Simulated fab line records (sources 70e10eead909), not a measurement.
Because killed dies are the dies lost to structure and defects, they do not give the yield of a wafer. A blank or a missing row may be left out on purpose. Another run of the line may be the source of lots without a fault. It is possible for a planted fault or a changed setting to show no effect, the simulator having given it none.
A lot that was struck, set against a sound lot	flow nand_harc	14 steps out of a route of 1302
Sound: these wafers, L370.4, L370.5, L370.6. Struck: wafer L360.2. (L360.1, L360.5 of the same lot were not struck and are left out.) The cause comes at the end.
At each step with rows: each side's tool, then ch and its chambers, then its first start. Under that, the readings that differ: sound wafers	struck wafers	difference of the means	sigmas: that difference in standard deviations of wafers without a fault.
alike: readings whose means differ by less than 2 such deviations, and words and numbers that are the same on both sides. not compared: withheld readings, readings that some wafer has no value for, bounds like >300 that may hide the same value, and numbers for which the record gives no deviation and whose values overlap.
A row with sigmas, a row that says differs or no value, or rows on one side alone: a step with any of these is where the two part. When numbers do not overlap yet have no deviation, they are printed without sigmas and do not part them. Lack of a reading on every wafer of one side parts them only where that side has two or more wafers.

NHARC_A_STAIRCASE_ETCH_188: etches the open film in C4F8/O2, target depth 100 nm, time 40.5 s.
  sound on rie_diel-05 ch 1,2,3; struck on rie_diel-09 ch 0
  alike: oes_product_au, rf_vpp_V
  not compared: rf_hours_counter_h
then, 2 steps without rows for these wafers: NHARC_A_STAIRCASE_TRIM_189 (chemistry O2, time 211.2 s); NHARC_A_STAIRCASE_ETCH_190 (etches the open film in C4F8/O2, target depth 100 nm, time 40.5 s).
NHARC_A_STAIRCASE_TRIM_191: chemistry O2, time 211.2 s.
  sound on rie_diel-05 ch 0,3; struck on rie_diel-09 ch 0
reading	sound	struck	difference	sigmas
oes_product_au (a.u.)	1.001 1.002 0.997	0.986	-0.014	-2
  alike: drypump_motor_current_A, rf_vpp_V, run_length_s, showerhead_plenum_p_Torr, throttle_valve_pct
  not compared: rf_hours_counter_h
then, 1 step without rows for these wafers: NHARC_A_STAIRCASE_ETCH_192 (etches the open film in C4F8/O2, target depth 100 nm, time 40.5 s).
NHARC_A_STAIRCASE_TRIM_193: chemistry O2, time 211.2 s.
  sound on rie_diel-05 ch 1,2,3; struck on rie_diel-09 ch 3
  alike: drypump_motor_current_A, oes_product_au, rf_vpp_V, run_length_s, showerhead_plenum_p_Torr, throttle_valve_pct
  not compared: rf_hours_counter_h
NHARC_A_STAIRCASE_ETCH_194: etches the open film in C4F8/O2, target depth 100 nm, time 40.5 s.
  sound on rie_diel-05 ch 1,2,3; struck on rie_diel-09 ch 3
  alike: oes_product_au, rf_vpp_V
  not compared: rf_hours_counter_h
then, 4 steps without rows for these wafers: NHARC_A_STAIRCASE_TRIM_196 (chemistry O2, time 211.2 s); NHARC_A_STAIRCASE_ETCH_197 (etches the open film in C4F8/O2, target depth 100 nm, time 40.5 s); NHARC_A_STAIRCASE_TRIM_198 (chemistry O2, time 211.2 s); NHARC_A_STAIRCASE_ETCH_199 (etches the open film in C4F8/O2, target depth 100 nm, time 40.5 s).
NHARC_A_STAIRCASE_TRIM_200: chemistry O2, time 211.2 s.
  sound on rie_diel-05 ch 0,1,2, day 23 13:22; struck on rie_diel-05 ch 0, day 19 13:55
reading	sound	struck	difference	sigmas
run_length_s (s)	232.6 233.3 232.8	262.1	+29.2	+81
  alike: drypump_motor_current_A, oes_product_au, rf_vpp_V, showerhead_plenum_p_Torr, throttle_valve_pct
  not compared: rf_hours_counter_h
NHARC_A_STAIRCASE_ETCH_201: etches the open film in C4F8/O2, target depth 100 nm, time 40.5 s.
  sound on rie_diel-05 ch 0,2,3; struck on rie_diel-05 ch 0
  alike: oes_product_au, rf_vpp_V
  not compared: rf_hours_counter_h
-- break in the record here, with 8 days between the starts of the struck wafers on either side (left off in module A_STAIRCASE, picked up again in module END, where the first step shown is number 1302 on the route) --
NHARC_END_SORT_01:
  sound on prober-01 ch 0, day 32 21:10; struck on prober-02 ch 0, day 27 22:09
  alike: killed_at_array, killed_at_other, killed_at_periphery, killed_dies, killed_open, killed_short

== WHERE THEY PART ==
Earliest at NHARC_A_STAIRCASE_TRIM_191; latest, in this record, at NHARC_A_STAIRCASE_TRIM_200. Later steps at which nothing parts them and some readings are alike: NHARC_A_STAIRCASE_ETCH_201, NHARC_END_SORT_01.

WHY: what the simulator had put in
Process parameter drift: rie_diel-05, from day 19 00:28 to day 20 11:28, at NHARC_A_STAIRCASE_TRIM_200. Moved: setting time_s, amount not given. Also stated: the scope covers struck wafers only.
